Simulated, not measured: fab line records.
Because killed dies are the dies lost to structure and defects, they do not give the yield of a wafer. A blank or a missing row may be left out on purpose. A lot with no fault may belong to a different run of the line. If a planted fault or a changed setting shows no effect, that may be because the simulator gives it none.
Struck lot and sound lot, side by side + flow n5-finfet + 21 steps out of a route of 1938
Sound: these wafers, L603.3, L603.5, L603.6. Struck: wafer L586.2. (L586.3, L586.5 of the same lot were not struck and are left out.) The cause comes at the end.
Each step with rows lists, per side, the tool, then ch with its chambers, then its first start. Under that, the readings that differ: sound wafers + struck wafers + difference of the means + sigmas: that difference in standard deviations of wafers without a fault.
alike: a reading whose means differ by less than 2 such deviations, as well as words and numbers matching on both sides. not compared: withheld readings; readings where some wafer has no value; bounds like >300 that might hide an equal value; numbers whose values overlap and for which the record gives no deviation.
A row with sigmas, a row that says differs or no value, or rows on one side alone: a step with any of these is where the two part. Numbers that don't overlap but have no deviation are shown without sigmas and don't part them. Lack of a reading on every wafer of one side parts them only where that side has two or more wafers.

first, 7 steps without rows for these wafers: N5_BEOL_M13_COAT_22 (resist thk 300 nm); N5_BEOL_M13_EBR_24; N5_BEOL_M13_SOFTBAKE_23 (time 60 s); N5_BEOL_M13_EXPOSE_25 (exposes mask M13, target cd 210 nm); N5_BEOL_M13_PEB_26 (peb time 90 s); N5_BEOL_M13_DEVELOP_27 (develop time 45 s); N5_BEOL_M13_HARDBAKE_32 (time 120 s).
N5_BEOL_M13_CD_MEAS_28 targets a cd of 209.5 nm.
  sound on cd-sem-02 ch 0, day 16 13:56; struck on cd-sem-03 ch 0, day 11 09:50
  alike: cd-nm
N5_BEOL_M13_OVL_MEAS_29:
  sound on overlay-01 ch 0, day 16 13:58; struck on overlay-01 ch 0, day 11 09:52
  alike: M13_OVL
N5_BEOL_M13_INSPECT_30: inspects for defects (macro).
  sound: defect-inspect-01 at day 16 13:59; struck: defect-inspect-01 at day 11 09:53
  alike: raw-defect-count
N5_BEOL_M13_DESCUM_33: chemistry O2, time 7.9 s.
  sound on rie-diel-05 ch 1,2,3, day 16 14:01; struck on rie-diel-04 ch 1, day 11 10:00
| reading                         | sound          | struck | difference | sigmas |
|---------------------------------|----------------|--------|------------|--------|
| drypump-motor-current-A (A)     | 5.8 5.8 6.1    | 4.9    | -1.0       | -2     |
| showerhead-plenum-p-Torr (Torr) | 2.08 1.99 2.08 | 2.20   | +0.15      | +2     |
  alike: oes-product-au, rf-vpp-V, throttle-valve-pct
  not compared: rf-hours-counter-h
N5_BEOL_M13_ETCH_67: etches SiARC in CF4, target depth 143 nm, time 238.3 s.
  sound on rie-diel-05 ch 1,2,3, day 16 14:03; struck on rie-diel-04 ch 1, day 11 10:02
| reading                         | sound          | struck | difference | sigmas |
|---------------------------------|----------------|--------|------------|--------|
| drypump-motor-current-A (A)     | 5.8 5.8 6.1    | 4.9    | -1.0       | -2     |
| showerhead-plenum-p-Torr (Torr) | 2.12 2.04 2.13 | 2.26   | +0.16      | +3     |
  alike: etch-rf-on-time-s, oes-product-au, rf-vpp-V, throttle-valve-pct
  not compared: rf-hours-counter-h
N5_BEOL_M13_ETCH_68: etches SOC in N2/H2, time 355 s.
  sound on rie-diel-05 ch 1,2,3, day 16 14:12; struck on rie-diel-04 ch 1, day 11 10:11
| reading                                     | sound             | struck | difference | sigmas |
|---------------------------------------------|-------------------|--------|------------|--------|
| drypump-motor-current-A (A)                 | 5.9 5.8 6.1       | 4.9    | -1.0       | -2     |
| rf-vpp-V (V)                                | 521.8 521.2 523.4 | 527.8  | +5.7       | +3     |
| showerhead-plenum-p-Torr (Torr)             | 2.52 2.41 2.52    | 2.68   | +0.20      | +3     |
| model.SiARC_of_BEOL_M13_COAT_66.thk-nm (nm) | 78.6 78.4 77.8    | 82.8   | +4.5       |        |
| model.BEOL_M13.cd-nm (nm)                   | 209 208 208       | 207.2  | -1.1       |        |
  alike: oes-product-au, throttle-valve-pct
  not compared: rf-hours-counter-h
then, 1 step without rows for these wafers: N5_BEOL_M13_STRIP_69 (strips in N2/H2).
N5_BEOL_M13_TRENCH_ETCH_34: etches SiOC in C4F8/O2/Ar, target depth 413.47 nm, time 162.6 s.
  sound on rie-diel-05 ch 1,2,3, day 16 14:25; struck on rie-diel-04 ch 1, day 11 10:24
| reading                         | sound             | struck | difference | sigmas |
|---------------------------------|-------------------|--------|------------|--------|
| drypump-motor-current-A (A)     | 5.8 5.8 6.1       | 4.9    | -1.0       | -2     |
| rf-vpp-V (V)                    | 664.7 659.4 666.1 | 669.6  | +6.2       | +2     |
| showerhead-plenum-p-Torr (Torr) | 3.39 3.26 3.40    | 3.60   | +0.25      | +3     |
  alike: he-outer-torr, oes-product-au, throttle-valve-pct
  not compared: rf-hours-counter-h
then, 1 step without rows for these wafers: N5_BEOL_M13_STRIP_70 (strips in C4F8/O2/Ar).
N5_BEOL_M13_OCD_MEAS_35:
  sound: ocd-02 at day 16 14:36; struck: ocd-02 at day 11 10:35
  alike: trench-depth-nm
N5_BEOL_M13_STRIP_37: strips in N2/H2.
  sound on plasma-asher-02 ch 0,1, day 16 14:40; struck on plasma-asher-01 ch 0, day 11 10:56
| reading                | sound | struck | difference                   | sigmas |
|------------------------|-------|--------|------------------------------|--------|
| rf-hours-counter-h (h) | - - - | 72     | no value on the sound wafers |        |
  alike: drypump-motor-current-A, heater-power-w, oes-product-au
N5_BEOL_M13_ETCH_38: etches SiCN in CF4/N2, target depth 67.5 nm, time 71.9 s.
  sound on rie-diel-03 ch 0,3, day 16 14:51; struck on rie-diel-05 ch 2, day 11 12:10
| reading                   | sound           | struck | difference | sigmas |
|---------------------------|-----------------|--------|------------|--------|
| model.BEOL_M13.cd-nm (nm) | 208.8 208 207.8 | 207.2  | -1.0       |        |
  alike: drypump-motor-current-A, oes-product-au, rf-vpp-V, showerhead-plenum-p-Torr, throttle-valve-pct
  not compared: rf-hours-counter-h
then, 2 steps without rows for these wafers: N5_BEOL_M13_PRECLEAN_39 (cleans in residue remover, time 60 s); N5_PASSIVATION_PROBE_49.

WHERE THEY PART
Earliest at N5_BEOL_M13_DESCUM_33; latest, in this record, at N5_BEOL_M13_STRIP_37. Later steps at which nothing parts them and some readings are alike: N5_BEOL_M13_ETCH_38.

WHY: whatever the simulator had introduced
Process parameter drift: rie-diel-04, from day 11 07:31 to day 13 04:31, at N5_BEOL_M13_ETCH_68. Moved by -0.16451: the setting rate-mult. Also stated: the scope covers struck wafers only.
